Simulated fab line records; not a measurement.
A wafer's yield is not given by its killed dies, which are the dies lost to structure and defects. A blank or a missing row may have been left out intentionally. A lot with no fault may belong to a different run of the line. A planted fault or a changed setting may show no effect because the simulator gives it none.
fab line records	flow nandHarc
record lots=24	wafers=72	lastDay=33
route steps=1302 shown P_CONTACT@252 P_M0@266 P_M1@302 P_M2@343
lots untouched by any fault: they come from a run of this same line in which no faults occurred
startH: hours from the record's opening day to when the first of the lot's shown wafers began	waitH: how many hours have passed since the lot's step before this one	" as in the row above	L1.1+2: several wafers, shown together as one row	- either no value or no given start	* or withheld: withheld	< > ~ a bound
route shown NAME@n: names a module that has steps shown in the file, with the first one's number in the route	usual: mean and standard deviation over wafers with no fault	same: alike in all rows	chamber/n: place in a boat	sites: per-site readings	_std_site: the values' standard deviation	_edge_site: mean of outer sites minus mean of inner sites	radiusMm: how far each site lies from the wafer's centre	mask NAME#n: copy n	behind: the last tool/chamber to shape the wafer	hold: cause of the lot's hold/its duration in hours/its outcome	device: which transistor (n, p or np) failed to switch	end of line: the tests these same wafers got at the end of their route	a step with no rows: only its recipe	killed: not the wafer's yield, but the dies lost to structure and defects at the first sort	map: a wafer's dies, x killed, . not, _ none there
set.NAME: the setting the step ran with; set.NAME@STEP: the setting that earlier step ran with	model.NAME: the simulator's own value behind a step, which no gauge read
the route's steps for a sample of lots (tables are steps, rows are wafers)
services: the hour from which a tool's chamber was out of use, counted from the record's first day as startH (under 0 if before that day), plus the number of hours and why
## steps
# step NHARC_P_CONTACT_INSPECT_27
# usual rawDefectCount=283/92
lot.wafer	tool	chamber	startH	waitH	rawDefectCount
L074.2	defectInspect-02	-	123.56	0.1	309
L074.3	"	-	"	"	242
L074.4	"	-	"	"	203
L075.2	defectInspect-01	-	129.50	0.1	219
L075.3	"	-	"	"	195
L075.5	"	-	"	"	227
L076.1	defectInspect-02	-	137.61	0.1	209
L076.5	"	-	"	"	251
L076.6	"	-	"	"	401
L078.2	defectInspect-02	-	162.04	0.1	389
L078.4	"	-	"	"	272
L078.5	"	-	"	"	384
L077.1	defectInspect-02	-	162.73	0.1	357
L077.5	"	-	"	"	299
L077.6	"	-	"	"	222
L079.2	defectInspect-01	-	177.17	0.1	160
L079.4	"	-	"	"	380
L079.5	"	-	"	"	440
L080.3	defectInspect-01	-	178.10	0.1	126
L080.4	"	-	"	"	143
L080.6	"	-	"	"	186
L081.4	defectInspect-02	-	200.05	0.1	167
L081.5	"	-	"	"	306
L081.6	"	-	"	"	344
L082.1	defectInspect-02	-	205.07	0.1	202
L082.4	"	-	"	"	194
L082.5	"	-	"	"	416
L083.1	defectInspect-01	-	219.42	0.1	505
L083.2	"	-	"	"	237
L083.6	"	-	"	"	163
L084.2	defectInspect-01	-	220.62	0.1	356
L084.3	"	-	"	"	365
L084.4	"	-	"	"	510
L086.1	defectInspect-01	-	234.91	0.1	242
L086.2	"	-	"	"	171
L086.5	"	-	"	"	190
L085.1	defectInspect-02	-	236.28	0.1	283
L085.4	"	-	"	"	376
L085.5	"	-	"	"	369
L087.1	defectInspect-01	-	245.44	0.1	312
L087.2	"	-	"	"	217
L087.3	"	-	"	"	228
L088.1	defectInspect-02	-	270.17	0.1	224
L088.3	"	-	"	"	325
L088.4	"	-	"	"	329
L089.1	defectInspect-02	-	275.07	0.1	252
L089.2	"	-	"	"	340
L089.3	"	-	"	"	231
L090.1	defectInspect-01	-	277.77	0.1	221
L090.3	"	-	"	"	317
L090.4	"	-	"	"	581
L091.1	defectInspect-02	-	297.18	0.1	205
L091.3	"	-	"	"	215
L091.5	"	-	"	"	335
L092.1	defectInspect-02	-	301.37	0.1	245
L092.2	"	-	"	"	266
L092.4	"	-	"	"	135
L093.1	defectInspect-01	-	308.00	0.1	151
L093.3	"	-	"	"	284
L093.5	"	-	"	"	315
L094.1	defectInspect-01	-	325.39	0.1	283
L094.4	"	-	"	"	261
L094.5	"	-	"	"	407
L095.1	defectInspect-02	-	328.18	0.1	293
L095.3	"	-	"	"	370
L095.4	"	-	"	"	234
L096.1	defectInspect-01	-	340.31	0.1	328
L096.2	"	-	"	"	214
L096.3	"	-	"	"	225
L097.1	defectInspect-01	-	347.29	0.1	174
L097.5	"	-	"	"	114
L097.6	"	-	"	"	307
# step NHARC_P_M0_DESCUM_14
# recipe timeS=3	o2FlowSccm=200	arFlowSccm=0	biasPowerW=0	chemistry=O2
# usual drypumpMotorCurrentA=5.5/0.45	oesProductAu=0.997/0.012	rfVppV=57.8/0.88	showerheadPlenumPTorr=1.92/0.092	throttleValvePct=11.311/0.0089
lot.wafer	tool	chamber	startH	waitH	drypumpMotorCurrentA	oesProductAu	rfHoursCounterH	rfVppV	showerheadPlenumPTorr	throttleValvePct
L074.4	rieDiel-09	0	124.66	0.1	5.3	1.007	52	57.5	1.94	11.311
L074.2	"	1	"	"	5.5	0.984	46	59.1	2.02	11.320
L074.3	"	2	"	"	5.5	1.007	48	59.0	1.97	11.335
L075.2	rieDiel-09	1	130.46	0.1	5.5	0.978	47	58.1	2.02	11.318
L075.3	"	2	"	"	5.5	0.999	49	57.6	1.97	11.299
L075.5	"	2	"	"	5.5	1.007	-	58.3	1.97	11.310
L076.1	rieDiel-02	0	138.71	0.1	5.5	1.000	27	57.5	1.80	11.304
L076.5	"	2	"	"	4.8	1.000	-	57.5	1.90	11.300
L076.6	"	3	"	"	6.0	1.004	-	58.3	1.85	11.324
L078.2	rieDiel-03	1	163.14	0.1	5.0	0.997	6	59.0	1.95	11.300
L078.4	"	3	"	"	5.5	1.009	-	58.2	2.04	11.307
L078.5	"	1	"	"	5.0	0.992	-	59.3	1.95	11.329
L077.1	rieDiel-03	2	163.84	0.1	5.4	1.013	11	57.6	1.78	11.298
L077.6	"	1	"	"	5.0	0.994	-	57.2	1.95	11.310
L077.5	"	2	"	"	5.4	0.996	-	56.9	1.78	11.313
L079.4	rieDiel-03	3	178.14	0.1	5.4	0.986	14	58.3	2.04	11.317
L079.2	"	1	"	"	5.0	0.985	9	57.7	1.95	11.308
L079.5	"	3	"	"	5.4	0.983	-	58.2	2.04	11.320
L080.4	rieDiel-09	1	179.19	0.1	5.6	0.999	10	58.0	2.02	11.299
L080.3	"	3	"	"	6.6	0.996	8	58.1	2.01	11.304
L080.6	"	0	"	"	5.3	1.016	-	57.9	1.94	11.299
L081.4	rieDiel-02	1	201.02	0.1	6.0	1.012	52	55.5	1.83	11.303
L081.5	"	0	"	"	5.6	0.993	-	55.9	1.80	11.311
L081.6	"	1	"	"	6.0	1.004	-	57.3	1.83	11.321
L082.4	rieDiel-09	2	206.05	0.1	5.5	1.022	19	57.5	1.96	11.314
L082.1	"	0	"	"	5.3	1.009	18	56.1	1.93	11.300
L082.5	"	1	"	"	5.6	0.994	-	57.3	2.02	11.330
L083.2	rieDiel-09	2	220.50	0.1	5.5	1.013	22	57.4	1.96	11.316
L083.1	"	3	"	"	6.6	0.991	20	58.0	2.01	11.310
L083.6	"	2	"	"	5.5	1.013	-	57.2	1.96	11.323
L084.3	rieDiel-03	1	221.60	0.1	5.0	0.985	16	57.8	1.95	11.308
L084.4	"	2	"	"	5.4	0.987	22	56.6	1.78	11.312
L084.2	"	3	"	"	5.4	1.002	22	58.1	2.04	11.314
L086.2	rieDiel-03	3	236.00	0.1	5.4	1.006	25	57.0	2.04	11.308
L086.1	"	1	"	"	5.0	0.993	20	58.4	1.94	11.312
L086.5	"	2	"	"	5.4	0.995	-	57.2	1.78	11.308
L085.4	rieDiel-03	1	237.37	0.1	5.0	1.004	20	58.2	1.94	11.309
L085.1	"	3	"	"	5.4	1.015	26	59.1	2.03	11.299
L085.5	"	0	"	"	5.8	0.984	-	57.2	1.80	11.300
L087.2	rieDiel-03	2	246.41	0.1	5.4	1.009	26	56.3	1.78	11.307
L087.1	"	0	"	"	5.7	0.984	22	57.2	1.80	11.312
L087.3	"	1	"	"	5.0	0.990	20	58.2	1.94	11.328
L088.4	rieDiel-03	1	271.36	0.1	5.0	0.990	25	57.2	1.94	11.308
L088.1	"	2	"	"	5.4	0.982	29	58.0	1.78	11.307
L088.3	"	3	"	"	5.4	1.005	29	59.6	2.03	11.305
L089.2	rieDiel-03	0	276.20	0.1	5.7	0.984	27	57.7	1.80	11.294
L089.1	"	1	"	"	5.0	0.998	26	57.9	1.94	11.312
L089.3	"	2	"	"	5.4	1.003	30	56.4	1.78	11.313
L090.1	rieDiel-03	0	278.85	0.1	5.8	0.977	27	55.9	1.80	11.327
L090.4	"	2	"	"	5.4	0.989	30	56.8	1.78	11.320
L090.3	"	3	"	"	5.5	0.999	30	59.1	2.03	11.323
L091.1	rieDiel-03	0	298.27	0.1	5.8	0.985	0	56.6	1.80	11.316
L091.3	"	3	"	"	5.5	0.996	0	56.6	2.03	11.297
L091.5	"	3	"	"	5.4	1.002	-	58.6	2.03	11.304
L092.1	rieDiel-09	0	302.45	0.1	5.3	0.997	48	56.5	1.92	11.318
L092.2	"	2	"	"	5.5	1.019	52	58.6	1.95	11.320
L092.4	"	3	"	"	6.6	0.986	49	57.8	2.00	11.307
L093.1	rieDiel-02	0	308.97	0.1	5.6	0.999	30	57.9	1.79	11.297
L093.3	"	2	"	"	4.7	0.990	29	56.4	1.88	11.311
L093.5	"	1	"	"	6.0	1.022	-	57.4	1.81	11.299
L094.1	rieDiel-09	0	329.44	0.2	5.3	0.988	0	57.1	1.92	11.308
L094.5	"	2	"	"	5.5	1.006	-	57.4	1.95	11.320
L094.4	"	3	"	"	6.6	0.994	-	58.6	2.00	11.325
L095.3	rieDiel-09	3	329.52	0.3	6.6	1.002	0	56.6	2.00	11.313
L095.1	"	0	"	"	5.3	0.996	0	56.7	1.92	11.304
L095.4	"	3	"	"	6.6	1.015	-	58.8	2.00	11.302
L096.2	rieDiel-09	0	341.40	0.1	5.3	0.987	4	58.0	1.92	11.310
L096.3	"	2	"	"	5.5	1.020	4	57.0	1.95	11.322
L096.1	"	3	"	"	6.6	0.998	4	58.4	1.99	11.313
L097.1	rieDiel-03	2	348.38	0.1	5.4	0.978	9	57.1	1.77	11.315
L097.5	"	2	"	"	5.4	0.996	-	58.0	1.77	11.307
L097.6	"	3	"	"	5.4	1.000	-	59.5	2.03	11.309
# step NHARC_P_M0_THK_MEAS_24
# recipe thkMeasGauge=xrf
# usual thkNm=117.5/1.7
lot.wafer	tool	chamber	startH	waitH	thkNm
L074.2	filmMetro-01	-	126.96	-	116.9
L074.3	"	-	"	"	116.1
L074.4	"	-	"	"	114.7
L075.2	filmMetro-02	-	132.77	-	116.0
L075.3	"	-	"	"	115.7
L075.5	"	-	"	"	115.8
L076.1	filmMetro-01	-	141.00	-	118.9
L076.5	"	-	"	"	117.2
L076.6	"	-	"	"	119.1
L078.2	filmMetro-01	-	165.54	-	115.0
L078.4	"	-	"	"	120.4
L078.5	"	-	"	"	118.0
L077.1	filmMetro-01	-	166.19	-	114.7
L077.5	"	-	"	"	118.1
L077.6	"	-	"	"	115.5
L079.2	filmMetro-02	-	180.99	-	117.4
L079.4	"	-	"	"	119.8
L079.5	"	-	"	"	118.0
L080.3	filmMetro-02	-	181.61	-	117.5
L080.4	"	-	"	"	117.5
L080.6	"	-	"	"	116.1
L081.4	filmMetro-01	-	203.33	-	117.6
L081.5	"	-	"	"	118.8
L081.6	"	-	"	"	119.5
L082.1	filmMetro-02	-	208.36	-	119.0
L082.4	"	-	"	"	115.7
L082.5	"	-	"	"	116.3
L083.1	filmMetro-02	-	222.82	-	118.3
L083.2	"	-	"	"	118.3
L083.6	"	-	"	"	117.6
L084.2	filmMetro-02	-	223.92	-	116.0
L084.3	"	-	"	"	118.1
L084.4	"	-	"	"	118.6
L086.1	filmMetro-02	-	238.76	-	119.6
L086.2	"	-	"	"	116.7
L086.5	"	-	"	"	117.8
L085.1	filmMetro-02	-	239.69	-	116.4
L085.4	"	-	"	"	115.8
L085.5	"	-	"	"	116.5
L087.1	filmMetro-02	-	248.74	-	116.8
L087.2	"	-	"	"	118.0
L087.3	"	-	"	"	116.1
L088.1	filmMetro-01	-	273.66	-	114.0
L088.3	"	-	"	"	116.2
L088.4	"	-	"	"	116.8
L089.1	filmMetro-02	-	278.52	-	118.0
L089.2	"	-	"	"	116.3
L089.3	"	-	"	"	114.5
L090.1	filmMetro-01	-	281.18	-	117.6
L090.3	"	-	"	"	117.9
L090.4	"	-	"	"	115.9
L091.1	filmMetro-01	-	300.72	-	118.7
L091.3	"	-	"	"	118.5
L091.5	"	-	"	"	114.7
L092.1	filmMetro-01	-	304.86	-	118.5
L092.2	"	-	"	"	116.6
L092.4	"	-	"	"	118.1
L093.1	filmMetro-02	-	311.31	-	119.0
L093.3	"	-	"	"	115.2
L093.5	"	-	"	"	116.1
L094.1	filmMetro-02	-	332.25	-	115.1
L094.4	"	-	"	"	116.0
L094.5	"	-	"	"	116.9
L095.1	filmMetro-01	-	332.47	-	116.4
L095.3	"	-	"	"	117.5
L095.4	"	-	"	"	117.7
L096.1	filmMetro-01	-	345.08	-	118.0
L096.2	"	-	"	"	119.0
L096.3	"	-	"	"	119.3
L097.1	filmMetro-02	-	350.70	-	120.3
L097.5	"	-	"	"	120.2
L097.6	"	-	"	"	120.3
# step NHARC_P_M1_STRIP_18
# recipe powerW=1000	n2FlowSccm=150	h2FlowSccm=150	arFlowSccm=0	biasW=0	chemistry=N2/H2
# usual drypumpMotorCurrentA=5.9/0.46	oesProductAu=1.003/0.014	powerW=1000.0/3	rfVppV=90.7/1	showerheadPlenumPTorr=2.06/0.07	throttleValvePct=14.171/0.0093
lot.wafer	tool	chamber	startH	waitH	drypumpMotorCurrentA	oesProductAu	powerW	rfHoursCounterH	rfVppV	showerheadPlenumPTorr	throttleValvePct
L074.4	rieDiel-12	1	129.08	0.1	6.1	1.007	997.5	4	90.2	2.01	14.179
L074.2	"	2	"	"	5.9	0.991	1001.5	4	89.3	2.03	14.181
L074.3	"	3	"	"	5.3	0.982	1001.1	1	90.6	2.04	14.170
L075.3	rieDiel-01	1	134.89	0.1	5.4	1.023	1002.3	7	89.8	2.18	14.148
L075.2	"	2	"	"	6.6	1.019	997.7	7	91.2	1.91	14.162
L075.5	"	1	"	"	5.4	1.028	999.8	-	92.5	2.18	14.180
L076.1	rieDiel-01	3	143.58	0.1	6.2	1.005	996.5	7	91.0	1.98	14.186
L076.5	"	2	"	"	6.6	1.003	1001.4	-	89.2	1.91	14.163
L076.6	"	3	"	"	6.3	1.013	997.8	-	89.7	1.98	14.159
L078.4	rieDiel-12	1	167.66	0.1	6.1	1.008	1005.6	15	91.0	2.01	14.167
L078.2	"	3	"	"	5.4	0.994	1003.2	15	91.6	2.03	14.180
L078.5	"	1	"	"	6.2	1.008	1001.6	-	91.2	2.01	14.160
L077.1	rieDiel-07	1	168.47	0.1	5.4	1.000	1000.1	3	90.2	2.07	14.171
L077.5	"	2	"	"	6.6	0.989	1000.4	-	91.0	2.06	14.158
L077.6	"	3	"	"	5.9	0.989	1000.5	-	91.2	2.07	14.169
L079.4	rieDiel-01	0	183.48	0.1	6.0	0.977	999.7	9	91.0	2.14	14.156
L079.2	"	1	"	"	5.4	1.007	999.4	11	91.2	2.18	14.171
L079.5	"	0	"	"	6.0	0.970	996.2	-	90.7	2.13	14.189
L080.4	rieDiel-12	2	183.73	0.1	5.9	1.003	999.5	22	88.8	2.03	14.183
L080.3	"	1	"	"	6.1	1.008	997.4	18	88.9	2.01	14.162
L080.6	"	3	"	"	5.4	0.974	988.1	-	89.2	2.03	14.170
L081.4	rieDiel-12	0	205.35	0.1	6.8	1.005	995.9	25	90.2	1.93	14.147
L081.5	"	2	"	"	5.9	1.006	999.7	-	90.5	2.02	14.147
L081.6	"	3	"	"	5.4	0.994	1000.1	-	88.4	2.03	14.179
L082.4	rieDiel-07	3	210.52	0.1	5.9	0.984	998.0	7	90.7	2.07	14.171
L082.1	"	2	"	"	6.6	0.990	1001.5	7	89.0	2.06	14.187
L082.5	"	0	"	"	5.5	1.021	999.7	-	90.7	2.11	14.173
L083.2	rieDiel-07	2	224.97	0.1	6.6	0.996	1009.5	9	90.1	2.06	14.173
L083.1	"	3	"	"	5.9	0.999	1003.3	9	90.5	2.07	14.167
L083.6	"	2	"	"	6.6	1.002	1007.4	-	90.7	2.06	14.169
L084.4	rieDiel-07	0	226.06	0.1	5.6	1.028	999.3	8	91.1	2.11	14.172
L084.3	"	1	"	"	5.4	0.999	997.3	8	91.1	2.07	14.177
L084.2	"	2	"	"	6.6	1.001	999.4	9	90.5	2.06	14.192
L086.1	rieDiel-01	2	240.93	0.1	6.6	0.991	997.2	1	91.0	1.90	14.182
L086.2	"	3	"	"	6.3	0.993	999.6	1	91.8	1.98	14.178
L086.5	"	1	"	"	5.4	1.009	1002.6	-	92.6	2.18	14.171
L085.4	rieDiel-07	1	241.80	0.1	5.4	1.002	998.4	11	90.5	2.07	14.179
L085.1	"	0	"	"	5.6	1.017	1003.2	11	90.7	2.11	14.171
L085.5	"	2	"	"	6.6	0.998	998.5	-	89.6	2.06	14.160
L087.1	rieDiel-07	3	250.83	0.1	5.9	0.978	1000.4	11	92.2	2.07	14.169
L087.2	"	0	"	"	5.6	1.011	1003.7	11	92.0	2.11	14.169
L087.3	"	1	"	"	5.4	0.989	997.9	11	90.1	2.07	14.179
L088.1	rieDiel-01	1	275.76	0.1	5.4	1.025	995.5	3	91.4	2.18	14.176
L088.3	"	2	"	"	6.6	1.005	1001.3	3	88.9	1.90	14.183
L088.4	"	3	"	"	6.3	0.997	1000.7	3	90.8	1.98	14.179
L089.1	rieDiel-07	3	280.66	0.1	5.9	0.979	1001.2	14	90.5	2.07	14.167
L089.2	"	1	"	"	5.4	0.996	995.5	14	91.2	2.07	14.159
L089.3	"	2	"	"	6.6	0.985	998.5	14	90.3	2.06	14.154
L090.4	rieDiel-07	2	283.30	0.1	6.6	0.997	999.7	14	89.8	2.06	14.179
L090.3	"	3	"	"	5.9	0.990	997.5	14	88.7	2.07	14.163
L090.1	"	0	"	"	5.5	1.009	1001.3	14	91.8	2.10	14.165
L091.3	rieDiel-01	2	302.91	0.1	6.6	1.016	1000.2	4	90.8	1.90	14.168
L091.1	"	3	"	"	6.2	0.999	1008.2	4	91.5	1.98	14.180
L091.5	"	3	"	"	6.2	1.005	1001.3	-	90.4	1.98	14.169
L092.2	rieDiel-07	0	306.85	0.1	5.5	1.016	999.4	1	90.4	2.10	14.178
L092.4	"	1	"	"	5.4	1.016	1001.2	0	90.5	2.07	14.184
L092.1	"	3	"	"	5.9	1.007	995.3	1	90.8	2.07	14.154
L093.3	rieDiel-07	1	313.42	0.1	5.4	1.015	1002.0	1	90.4	2.07	14.169
L093.1	"	0	"	"	5.5	1.003	1002.5	1	90.0	2.10	14.175
L093.5	"	1	"	"	5.4	1.011	1004.0	-	88.0	2.07	14.176
L094.1	rieDiel-07	0	334.29	0.1	5.5	1.019	1008.8	3	92.8	2.10	14.170
L094.4	"	3	"	"	5.9	0.994	1000.0	-	91.2	2.07	14.167
L094.5	"	1	"	"	5.4	1.021	999.7	-	91.5	2.07	14.170
L095.1	rieDiel-01	1	334.60	0.1	5.4	1.018	996.9	6	91.6	2.18	14.185
L095.3	"	3	"	"	6.2	0.992	999.4	6	89.6	1.98	14.155
L095.4	"	0	"	"	6.0	0.996	1003.7	6	91.1	2.13	14.167
L096.1	rieDiel-07	3	347.20	0.1	5.9	0.978	1000.7	4	90.5	2.07	14.188
L096.2	"	1	"	"	5.4	1.018	998.3	4	89.0	2.07	14.172
L096.3	"	2	"	"	6.6	1.004	1002.5	3	90.5	2.06	14.175
L097.1	rieDiel-07	2	352.81	0.1	6.6	1.018	998.0	3	91.1	2.06	14.174
L097.6	"	3	"	"	5.9	0.996	1000.7	-	90.8	2.07	14.167
L097.5	"	0	"	"	5.6	1.029	1003.7	-	89.4	2.10	14.161
# step NHARC_P_M1_INSPECT_27
# usual rawDefectCount=306/120
lot.wafer	tool	chamber	startH	waitH	rawDefectCount
L074.2	defectInspect-02	-	131.28	0.0	192
L074.3	"	-	"	"	107
L074.4	"	-	"	"	169
L075.2	defectInspect-02	-	137.08	0.0	220
L075.3	"	-	"	"	340
L075.5	"	-	"	"	200
L076.1	defectInspect-01	-	145.74	0.0	324
L076.5	"	-	"	"	149
L076.6	"	-	"	"	224
L078.2	defectInspect-02	-	169.85	0.0	458
L078.4	"	-	"	"	199
L078.5	"	-	"	"	252
L077.1	defectInspect-02	-	170.59	0.0	401
L077.5	"	-	"	"	299
L077.6	"	-	"	"	546
L079.2	defectInspect-02	-	185.64	0.0	170
L079.4	"	-	"	"	272
L079.5	"	-	"	"	385
L080.3	defectInspect-01	-	185.95	0.0	275
L080.4	"	-	"	"	223
L080.6	"	-	"	"	179
L081.4	defectInspect-01	-	207.49	0.0	164
L081.5	"	-	"	"	334
L081.6	"	-	"	"	358
L082.1	defectInspect-02	-	212.72	0.0	223
L082.4	"	-	"	"	226
L082.5	"	-	"	"	575
L083.1	defectInspect-02	-	227.15	0.0	228
L083.2	"	-	"	"	246
L083.6	"	-	"	"	200
L084.2	defectInspect-02	-	228.28	0.0	383
L084.3	"	-	"	"	459
L084.4	"	-	"	"	327
L086.1	defectInspect-02	-	243.07	0.0	608
L086.2	"	-	"	"	680
L086.5	"	-	"	"	592
L085.1	defectInspect-01	-	244.00	0.0	493
L085.4	"	-	"	"	256
L085.5	"	-	"	"	465
L087.1	defectInspect-02	-	253.20	0.0	257
L087.2	"	-	"	"	268
L087.3	"	-	"	"	155
L088.1	defectInspect-02	-	277.95	0.0	409
L088.3	"	-	"	"	378
L088.4	"	-	"	"	206
L089.1	defectInspect-01	-	282.86	0.0	302
L089.2	"	-	"	"	228
L089.3	"	-	"	"	363
L090.1	defectInspect-01	-	285.50	0.0	167
L090.3	"	-	"	"	352
L090.4	"	-	"	"	216
L091.1	defectInspect-01	-	305.27	0.0	247
L091.3	"	-	"	"	304
L091.5	"	-	"	"	322
L092.1	defectInspect-02	-	309.04	0.0	142
L092.2	"	-	"	"	182
L092.4	"	-	"	"	193
L093.1	defectInspect-01	-	315.61	0.0	309
L093.3	"	-	"	"	271
L093.5	"	-	"	"	271
L094.1	defectInspect-01	-	336.51	0.0	240
L094.4	"	-	"	"	263
L094.5	"	-	"	"	196
L095.1	defectInspect-02	-	336.83	0.0	167
L095.3	"	-	"	"	348
L095.4	"	-	"	"	227
L096.1	defectInspect-01	-	349.40	0.0	208
L096.2	"	-	"	"	412
L096.3	"	-	"	"	222
L097.1	defectInspect-02	-	354.95	0.0	562
L097.5	"	-	"	"	245
L097.6	"	-	"	"	255
# step NHARC_P_M2_ANNEAL_31
# recipe tempC=225	timeS=90
# usual wafer_temp_C_max=226.4/0.41
lot.wafer	tool	chamber	startH	waitH	wafer_temp_C_max
L074.2	rtpAnneal-02	0	134.65	0.3	225.8
L074.3	"	0	"	"	226.1
L074.4	"	0	"	"	226.0
L075.2	rtpAnneal-02	0	140.52	0.3	225.5
L075.3	"	0	"	"	226.2
L075.5	"	0	"	"	226.1
L076.1	rtpAnneal-01	0	149.08	-	226.2
L076.5	"	0	"	"	226.7
L076.6	"	0	"	"	226.5
L078.2	rtpAnneal-01	0	173.74	-	226.6
L078.4	"	0	"	"	226.8
L078.5	"	0	"	"	227.5
L077.1	rtpAnneal-01	0	174.00	-	226.8
L077.5	"	0	"	"	226.7
L077.6	"	0	"	"	226.5
L079.2	rtpAnneal-01	0	189.18	-	226.8
L079.4	"	0	"	"	226.6
L079.5	"	0	"	"	226.7
L080.3	rtpAnneal-02	0	189.43	-	226.0
L080.4	"	0	"	"	226.4
L080.6	"	0	"	"	225.9
L081.4	rtpAnneal-01	0	211.27	0.4	226.8
L081.5	"	0	"	"	226.4
L081.6	"	0	"	"	226.8
L082.1	rtpAnneal-01	0	216.05	-	226.9
L082.4	"	0	"	"	226.8
L082.5	"	0	"	"	226.6
L083.1	rtpAnneal-01	0	230.54	-	227.5
L083.2	"	0	"	"	227.1
L083.6	"	0	"	"	226.7
L084.2	rtpAnneal-01	0	231.68	0.4	226.4
L084.3	"	0	"	"	226.9
L084.4	"	0	"	"	227.0
L086.1	rtpAnneal-01	0	246.67	0.3	227.0
L086.2	"	0	"	"	226.8
L086.5	"	0	"	"	227.0
L085.1	rtpAnneal-01	0	247.31	0.3	227.1
L085.4	"	0	"	"	226.8
L085.5	"	0	"	"	226.9
L087.1	rtpAnneal-01	0	256.52	0.3	226.7
L087.2	"	0	"	"	226.3
L087.3	"	0	"	"	226.1
L088.1	rtpAnneal-02	0	281.26	0.3	225.9
L088.3	"	0	"	"	226.2
L088.4	"	0	"	"	226.1
L089.1	rtpAnneal-02	0	286.24	0.3	226.2
L089.2	"	0	"	"	226.3
L089.3	"	0	"	"	226.3
L090.1	rtpAnneal-02	0	288.71	-	225.8
L090.3	"	0	"	"	225.3
L090.4	"	0	"	"	225.9
L091.1	rtpAnneal-01	0	308.58	-	226.7
L091.3	"	0	"	"	226.4
L091.5	"	0	"	"	226.1
L092.1	rtpAnneal-01	0	312.38	-	226.3
L092.2	"	0	"	"	226.5
L092.4	"	0	"	"	226.3
L093.1	rtpAnneal-02	0	318.94	-	225.6
L093.3	"	0	"	"	226.0
L093.5	"	0	"	"	226.2
L094.1	rtpAnneal-01	0	339.97	0.3	226.2
L094.4	"	0	"	"	226.1
L094.5	"	0	"	"	226.6
L095.1	rtpAnneal-02	0	340.27	-	226.0
L095.3	"	0	"	"	226.1
L095.4	"	0	"	"	226.3
L096.1	rtpAnneal-01	0	352.63	0.3	226.8
L096.2	"	0	"	"	226.8
L096.3	"	0	"	"	226.6
L097.1	rtpAnneal-02	0	358.16	-	226.1
L097.5	"	0	"	"	226.1
L097.6	"	0	"	"	226.3
## services
tool	chamber	startH	hours	kind
rieDiel-03	-	104.33	9.0	pm
rieDiel-09	1	105.40	6.4	repair
rieDiel-12	3	111.89	15.3	repair
rieDiel-07	-	117.26	9.0	pm
rieDiel-09	-	143.19	9.0	pm
rieDiel-03	0	159.46	11.3	repair
rieDiel-09	1	198.29	6.4	repair
rieDiel-01	-	203.80	9.0	pm
rieDiel-01	-	239.12	0.5	repair
rieDiel-07	3	242.33	4.4	repair
rieDiel-09	1	263.44	2.9	repair
rieDiel-12	-	272.16	9.0	pm
rieDiel-03	-	281.33	9.0	pm
rieDiel-01	2	285.30	4.3	repair
rieDiel-07	-	294.26	9.0	pm
rieDiel-01	0	295.48	9.0	repair
rieDiel-03	2	296.32	9.7	repair
rieDiel-09	1	319.43	1.2	repair
rieDiel-09	-	320.19	9.0	pm
rieDiel-07	2	333.61	8.0	repair
rieDiel-07	-	342.37	0.6	repair
rieDiel-12	0	343.12	11.2	repair
rieDiel-01	3	346.48	7.1	repair
rieDiel-09	-	351.97	4.2	repair
## key
fault none
